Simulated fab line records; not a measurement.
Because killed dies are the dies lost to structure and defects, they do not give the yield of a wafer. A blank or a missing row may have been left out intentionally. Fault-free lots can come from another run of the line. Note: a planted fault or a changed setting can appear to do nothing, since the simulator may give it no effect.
Matching of chambers | flow nandHarc | 4 sister chambers for NHARC_P_CONTACT_ETCH_35 on rieDiel-11
The step etches the open film in CF4, target depth 39 nm, time 65 s. 8 wafers are shown with their chamber, then 7 later ones without.

WAFERS PAIRED WITH THEIR CHAMBERS
wafer  | chamber | showerheadPlenumPTorr (Torr) | oesProductAu (a.u.)
L076.5 | 0       | 1.83                         | 1.004
L077.4 | 3       | 1.85                         | 0.994
L077.6 | 1       | 1.72                         | 0.992
L079.1 | 1       | 1.72                         | 1.006
L079.2 | 2       | 1.83                         | 1.006
L079.6 | 3       | 1.85                         | 0.999
L085.1 | 2       | 1.82                         | 1.003
L085.2 | 0       | 1.83                         | 1.000

WAFERS MISSING THEIR CHAMBER
wafer  | showerheadPlenumPTorr (Torr) | oesProductAu (a.u.)
L085.3 | 1.72                         | 0.996
L094.1 | 1.84                         | 1.000
L094.2 | 1.83                         | 1.006
L094.5 | 1.83                         | 1.003
L096.1 | 1.84                         | 1.011
L096.2 | 1.83                         | 1.004
L096.6 | 1.82                         | 1.013

EACH ONE'S CHAMBER
wafer  | from the rows above          | in truth
L085.3 | 1                            | 1
L094.1 | can't be placed: 0 or 3 or 2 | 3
L094.2 | can't be placed: 0 or 2      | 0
L094.5 | can't be placed: 0 or 2      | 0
L096.1 | can't be placed: 0 or 3 or 2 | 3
L096.2 | can't be placed: 0 or 2      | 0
L096.6 | can't be placed: 2 or 0      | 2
Correct placement for 1 of the 7. Not placeable from these rows: 6 (in 6, the candidates include the true chamber). Wrongly placed: 0.
How it was worked out, from the rows above alone: a wafer's distance from a chamber is the root of the sum, over the readings, of the square of ((its reading less the chamber's mean) divided by the reading's scatter). The wafer belongs to the nearest chamber; if the next one is less than 2 further off, it can't be placed. Each chamber's mean is taken over the wafers shown for it. The scatter: take each reading less its chamber's mean, square it, sum over the shown wafers, divide by the number of wafers less the number of chambers, and take the root.
